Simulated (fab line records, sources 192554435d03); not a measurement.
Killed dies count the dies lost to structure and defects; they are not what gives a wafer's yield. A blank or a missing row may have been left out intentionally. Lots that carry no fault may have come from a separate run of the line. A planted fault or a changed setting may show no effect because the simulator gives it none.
A lot that was struck, set against a sound lot | flow n5Finfet | 28 steps out of a route of 1938
Sound: these wafers, L386.1, L386.3, L386.6. Struck: wafers L387.3, L387.4, L387.5. Last of all comes the cause.
Each step with rows lists, per side, the tool, then ch with its chambers, then its first start. Under that, the readings that differ: sound wafers | struck wafers | difference of the means | sigmas: that difference in standard deviations of wafers without a fault.
alike: readings whose means differ by less than 2 such deviations, and words and numbers that are the same on both sides. not compared: withheld readings, readings that some wafer has no value for, bounds like >300 that may hide the same value, and numbers for which the record gives no deviation and whose values overlap.
The two part at a step that has a row with sigmas, a row that says differs or no value, or rows on one side only. Non-overlapping numbers with no deviation appear without sigmas and do not part them. A reading that every wafer of one side lacks parts them only if that side has two wafers or more.

N5_BEOL_M0_PRE_CLEAN_131: time 15 s.
  sound on cvdCo-02 ch 0,1, day 7 12:49; struck on cvdCo-02 ch 0,1,2, day 7 18:49
  alike: heaterPowerW
N5_BEOL_M0_CO_CAP_123: material Co, precursor CCTBA/H2, target thk 2 nm, time 102.1 s.
  sound on cvdCo-02 ch 0,1, day 7 12:52; struck on cvdCo-02 ch 0,1,2, day 7 18:52
  alike: heaterPowerW
then, 2 steps without rows for these wafers: N5_BEOL_M0_PRE_CLEAN_124 (time 15 s); N5_BEOL_M0_DEP_125 (deposits SiCN from 3MS/NH3, target thk 8 nm, time 14 s).
N5_BEOL_M0_RS_MEAS_126: a four-point-probe measurement.
  struck on filmMetro-02, day 7 19:03; sound on filmMetro-02, day 7 13:03
  alike: M0_RS
N5_BEOL_M0_INSPECT_127: inspects for defects (darkfield).
  struck on defectInspect-01, day 7 19:04; sound on defectInspect-01, day 7 13:04
  alike: rawDefectCount
N5_BEOL_M1_ILD_DEP_00: deposits SiOC from DEMS/O2, target thk 79 nm, time 15.3 s.
  sound on pecvd-04 ch 0,1, day 7 13:07; struck on pecvd-04 ch 0,2, day 7 19:07
  alike: heaterPowerW, showerheadPlenumPTorr, throttleValvePct
N5_BEOL_M1_THK_MEAS_01:
  struck on filmMetro-02, day 7 19:11; sound on filmMetro-02, day 7 13:11
  alike: M1_ILD_THK
then, 1 step without rows for these wafers: N5_BEOL_M1_PECVD_72 (deposits SiO2 from TEOS/O2, target thk 16 nm, time 18 s).
N5_BEOL_M1_HM_DEP_02: deposits TiN, target thk 20 nm.
  struck on pvdSputter-02, day 7 19:16; sound on pvdSputter-02, day 7 14:05
  alike: throttleValvePct
then, 1 step without rows for these wafers: N5_BEOL_M1_COAT_61 (time 60 s, resist thk 60 nm).
N5_BEOL_M1_COAT_62: time 60 s, resist thk 12 nm.
  sound on lithoTrack-03 ch 0, day 7 14:13; struck on lithoTrack-03 ch 0, day 7 19:24
reading                                   | sound                | struck               | difference | sigmas
spinSpeedRpm (rpm)                        | 1500.0 1501.1 1499.0 | 1626.6 1628.0 1626.8 | +127.1     | +99 or more
model.SiARC_of_BEOL_M1_COAT_62.thkNm (nm) | 12 12 12             | 11.6 11.6 11.6       | -0.4       | 
  alike: exhaustPa, plateTempC, resistLineTempC
then, 7 steps without rows for these wafers: N5_BEOL_M1_COAT_73 (time 60 s, resist thk 5 nm); N5_BEOL_M1_COAT_05 (resist thk 30 nm); N5_BEOL_M1_EBR_07; N5_BEOL_M1_SOFTBAKE_06 (time 60 s); N5_BEOL_M1_EXPOSE_08 (exposes mask M1); N5_BEOL_M1_PEB_09 (peb time 60 s); N5_BEOL_M1_DEVELOP_10 (develop time 30 s).
N5_BEOL_M1_CD_MEAS_11: the cd target is 17.05 nm.
  sound on cdSem-02 ch 0, day 7 14:29; struck on cdSem-02 ch 0, day 7 19:40
  alike: cdNm
N5_BEOL_M1_OVL_MEAS_12:
  sound on overlay-01 ch 0, day 7 14:31; struck on overlay-02 ch 0, day 7 19:42
  alike: M1_OVL
N5_BEOL_M1_INSPECT_13: inspects for defects (brightfield).
  struck on defectInspect-02, day 7 19:45; sound on defectInspect-01, day 7 14:34
  alike: rawDefectCount
then, 1 step without rows for these wafers: N5_BEOL_M1_DESCUM_16 (chemistry O2, time 7 s).
N5_BEOL_M1_ETCH_74: etches underlayer in N2/H2, target depth 6.5 nm, time 5.2 s.
  sound on rieDiel-06 ch 0,1,3, day 7 14:43; struck on rieDiel-06 ch 0,2, day 7 19:57
  alike: drypumpMotorCurrentA, etchRfOnTimeS, oesProductAu, rfVppV, showerheadPlenumPTorr, throttleValvePct
  not compared: rfHoursCounterH
N5_BEOL_M1_ETCH_63: etches SiARC in CF4, target depth 15.6 nm, time 26 s.
  sound on rieDiel-06 ch 0,1,3, day 7 14:44; struck on rieDiel-06 ch 0,2, day 7 19:58
reading                                     | sound             | struck           | difference | sigmas
model.etch.depthNm (nm)                     | 12.06 12.06 12.06 | 11.51 11.52 11.5 | -0.55      | 
model.CAR-EUV_of_BEOL_M1_COAT_05.thkNm (nm) | 11.2 11.2 11.2    | 11.6 11.6 11.6   | +0.4       | 
  alike: cf4FlowSccm, drypumpMotorCurrentA, etchRfOnTimeS, oesProductAu, rfVppV, showerheadPlenumPTorr, throttleValvePct
  not compared: rfHoursCounterH
N5_BEOL_M1_ETCH_64: etches SOC in N2/H2, target depth 75 nm, overetch 15 nm, time 112.5 s.
  sound on rieDiel-06 ch 0,1,3, day 7 14:46; struck on rieDiel-06 ch 0,2, day 7 20:00
reading                                   | sound       | struck      | difference | sigmas
model.SiARC_of_BEOL_M1_COAT_62.thkNm (nm) | 6.8 6.6 6.8 | 6.4 6.2 6.4 | -0.4       | 
  alike: drypumpMotorCurrentA, oesProductAu, rfVppV, showerheadPlenumPTorr, throttleValvePct
  not compared: rfHoursCounterH
then, 1 step without rows for these wafers: N5_BEOL_M1_STRIP_65 (strips in N2/H2).
N5_PASSIVATION_PROBE_49:
  the record has rows for the sound wafers here (prober-02, day 16 11:46) and none for the struck ones

WHERE THEY PART
First at N5_BEOL_M1_COAT_62; last, within this record, at N5_PASSIVATION_PROBE_49.

WHY: what had been put in by the simulator
Process parameter drift: lithoTrack-03, from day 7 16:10 on, at N5_BEOL_M1_COAT_62. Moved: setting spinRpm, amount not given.
